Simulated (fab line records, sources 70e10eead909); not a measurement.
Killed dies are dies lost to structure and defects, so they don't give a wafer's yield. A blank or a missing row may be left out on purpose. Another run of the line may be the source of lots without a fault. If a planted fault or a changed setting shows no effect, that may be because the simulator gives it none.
A lot that was struck, set against a sound lot | flow nand harc | 14 out of 1302 route steps
Sound: these wafers, L678.1, L678.3, L678.6. Struck: wafers L694.1, L694.3, L694.6. At the end, the cause is stated.
At each step with rows: each side's tool, then ch and its chambers, then its first start. Under that, the readings that differ: sound wafers | struck wafers | difference of the means | sigmas: that difference in standard deviations of wafers without a fault.
alike: readings whose means differ by less than 2 such deviations, and words and numbers that are the same on both sides. not compared: withheld readings, readings that some wafer has no value for, bounds like >300 that may hide the same value, and numbers for which the record gives no deviation and whose values overlap.
Wherever a step has rows on one side only, a row that says differs or no value, or a row with sigmas, the two part there. When numbers do not overlap yet have no deviation, they are printed without sigmas and do not part them. Lack of a reading on every wafer of one side parts them only where that side has two or more wafers.

NHARC_P_M1_CD_MEAS_09 targets a cd of 130 nm.
  sound on cd sem-01 ch 0, day 8 20:37; struck on cd sem-02 ch 0, day 15 08:49
  alike: cd nm
NHARC_P_M1_OVL_MEAS_10: pitch 260 nm.
  sound on overlay-01 at day 8 20:42; struck on overlay-01 at day 15 08:54
  alike: overlay x nm, overlay y nm
NHARC_P_M1_INSPECT_11:
  sound on defect inspect-02 at day 8 20:44; struck on defect inspect-02 at day 15 08:56
  alike: raw defect count
NHARC_P_M1_DESCUM_14: chemistry O2, time 3 s.
  sound on rie diel-13 ch 0,1,2, day 8 20:48; struck on rie diel-07 ch 0,3, day 15 08:59
  alike: drypump motor current A, oes product au, rf vpp V, showerhead plenum p Torr, throttle valve pct
  not compared: rf hours counter h
then, 2 steps without rows for these wafers: NHARC_P_M1_ETCH_35 (etches the open film in N2/H2, target depth 40 nm, overetch 12 nm, time 43.94 s); NHARC_P_M1_ETCH_15 (etches the open film in C4F8/Ar, target depth 182.5 nm, time 91.2 s).
NHARC_P_M1_CD_MEAS_16:
  sound on cd sem-03 at day 8 21:06; struck on cd sem-02 at day 15 09:18
  alike: cd nm
NHARC_P_M1_STRIP_18: strips in N2/H2.
  sound on rie diel-07 ch 0,2,3, day 8 21:14; struck on rie diel-07 ch 0,1,2, day 15 09:24
  alike: drypump motor current A, oes product au, rf vpp V, showerhead plenum p Torr, throttle valve pct
  not compared: rf hours counter h
NHARC_P_M1_ETCH_28: etches the open film in CF4/N2, target depth 30 nm, time 72.99 s.
  sound: rie diel-07 ch 1,2; struck: rie diel-07 ch 1,3
  alike: drypump motor current A, oes product au, rf vpp V, showerhead plenum p Torr, throttle valve pct
  not compared: rf hours counter h
then, 2 steps without rows for these wafers: NHARC_P_M1_STRIP_19 (strips in post etch residue remover, time 600 s); NHARC_P_M1_DEGAS_29 (time 60 s).
NHARC_P_M1_PRE_CLEAN_30: time 30 s.
  sound on pvd sputter-03; struck on pvd sputter-01
  alike: heater power w, susceptor temp C
NHARC_P_M1_PVD_20: deposits TaN, target thk 5 nm, time 8.06 s.
  sound on pvd sputter-03 at day 8 21:56; struck on pvd sputter-01 at day 15 10:07
  no value came back on the struck wafers for bias v (V), cathode dc power W (W), throttle valve pct (%); on the sound wafers bias v (V) reads 169.4 169.1 169.4
NHARC_P_M1_PVD_21: deposits Cu, target thk 30 nm, time 20.49 s.
  sound on pvd sputter-03; struck on pvd sputter-01
  reading                | sound          | struck         | difference | sigmas
  throttle valve pct (%) | 30.4 29.7 30.1 | 29.4 28.0 28.0 | -1.6       | -2
  alike: cathode dc power W, chamber pressure pa

== WHERE THEY PART ==
At NHARC_P_M1_PVD_20 first; at NHARC_P_M1_PVD_21 last (within this record only).

WHY: what had been put in by the simulator
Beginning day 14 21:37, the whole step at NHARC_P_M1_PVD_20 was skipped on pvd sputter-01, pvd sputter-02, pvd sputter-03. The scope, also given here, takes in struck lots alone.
